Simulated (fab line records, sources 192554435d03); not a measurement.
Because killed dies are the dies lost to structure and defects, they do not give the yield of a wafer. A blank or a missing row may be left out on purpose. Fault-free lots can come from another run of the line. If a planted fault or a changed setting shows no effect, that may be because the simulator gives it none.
Which of the tools did it? -- flow n5 finfet -- Sampling: 11 lots, 33 wafers, 3 of 1938 route steps

WHAT THE GAUGES SHOWED, per wafer
N5_BEOL_M9_INSPECT_30: inspects for defects (brightfield).
lot,measured,on,raw defect count
L246,day 11 08:17,defect inspect-02,370 403 378
L245,day 11 10:23,defect inspect-02,573 548 477
L248,day 12 10:40,defect inspect-01,455 527 507
L251,day 12 13:02,defect inspect-01,365 413 385
L250,day 12 19:47,defect inspect-01,555 409 359
L249,day 13 04:13,defect inspect-01,242 296 241
L254,day 13 08:25,defect inspect-01,314 375 356
L256,day 14 17:35,defect inspect-02,444 366 303
L258,day 15 06:14,defect inspect-01,441 342 389
L259,day 15 21:41,defect inspect-01,425 487 326
L262,day 16 05:11,defect inspect-02,440 307 498

N5_BEOL_M9_OCD_MEAS_38.
lot,measured,on,trench depth nm (nm)
L246,day 11 10:22,ocd-01,149.0 150.8 149.5
L245,day 11 12:40,ocd-01,154.0 145.8 150.9
L248,day 12 11:09,ocd-02,148.0 155.3 146.9
L251,day 12 13:45,ocd-02,150.7 149.9 153.0
L250,day 12 20:16,ocd-02,155.4 150.5 149.0
L249,day 13 04:45,ocd-02,153.1 147.4 150.0
L254,day 13 08:55,ocd-02,150.2 151.7 150.2
L256,day 14 18:07,ocd-02,150.5 149.4 150.4
L258,day 15 09:14,ocd-01,153.6 150.3 154.7
L259,day 15 22:10,ocd-01,151.3 149.0 146.9
L262,day 16 05:40,ocd-01,148.5 152.0 156.4

WHICH TOOL RAN EACH LOT (tool, then ch and the chambers of the sampled wafers, then the start)
lot,N5_BEOL_M9_STRIP_36
L246,"rie diel-01 ch 0,1, day 11 10:09"
L245,"rie diel-02 ch 1,2,3, day 11 12:26"
L248,"rie diel-03 ch 1,3, day 12 10:56"
L251,"rie diel-01 ch 0,1,3, day 12 13:32"
L250,"rie diel-02 ch 1,2,3, day 12 20:04"
L249,"rie diel-01 ch 0,1,3, day 13 04:32"
L254,"rie diel-01 ch 1,2, day 13 08:42"
L256,"rie diel-01 ch 0,1,2, day 14 17:54"
L258,"rie diel-03 ch 0,3, day 15 09:01"
L259,"rie diel-02 ch 0,1,2, day 15 21:57"
L262,"rie diel-03 ch 1,2,3, day 16 05:27"
- N5_BEOL_M9_STRIP_36: strips in N2/H2.

WHAT THE TOOLS THEMSELVES READ (means of the sampled wafers that have a number; where no wafer has one, the mark that the record gives instead)
N5_BEOL_M9_STRIP_36.
lot,tool,chamber pressure mTorr (mTorr),drypump motor current A (A),oes product au (a.u.),rf vpp V (V),showerhead plenum p Torr (Torr),throttle valve pct (%)
L246,rie diel-01,19.99,6.0,0.72,59.7,2.52,24.07
L245,rie diel-02,20.02,5.4,0.78,60.4,2.61,23.89
L248,rie diel-03,20.00,5.6,0.78,59.6,2.57,24.06
L251,rie diel-01,19.99,6.1,0.72,59.1,2.49,24.05
L250,rie diel-02,20.00,5.4,0.77,59.2,2.61,23.88
L249,rie diel-01,19.97,6.1,0.71,58.9,2.48,24.06
L254,rie diel-01,20.02,5.9,0.72,59.5,2.55,24.05
L256,rie diel-01,19.97,5.8,0.70,57.8,2.55,24.03
L258,rie diel-03,20.00,5.4,0.72,57.8,2.51,24.09
L259,rie diel-02,20.00,5.7,0.72,58.7,2.53,23.80
L262,rie diel-03,20.00,5.5,0.76,59.3,2.56,23.94

THE ANSWER, worked out from the rows above alone
Rule: the lots themselves supply what counts as usual. The widest of any qualifying gaps counts: lots, ordered by their means at a reading, are off when they make up no more than a third of the lots, leave a main group of 4 or more, and stand apart from it by 3 or more times the standard deviation of that group's means. The tables above print the reading to a certain number of digits; a main group whose means all agree to those digits is not used. Also off: a lot with no number at a reading for which 4 or more lots have one. Where the step has rows for the other lots, those lots are counted as sound. The gauges are gone through in route order, then the tools' own readings, and for those a lot's mean is taken as printed above. The first step at which some lot is off is used, and at that step the reading that is off furthest; a lot without a number counts as furthest.
No lot is off on any of the readings shown, so nothing can be concluded from this.

WHAT THE SIMULATOR PUT IN
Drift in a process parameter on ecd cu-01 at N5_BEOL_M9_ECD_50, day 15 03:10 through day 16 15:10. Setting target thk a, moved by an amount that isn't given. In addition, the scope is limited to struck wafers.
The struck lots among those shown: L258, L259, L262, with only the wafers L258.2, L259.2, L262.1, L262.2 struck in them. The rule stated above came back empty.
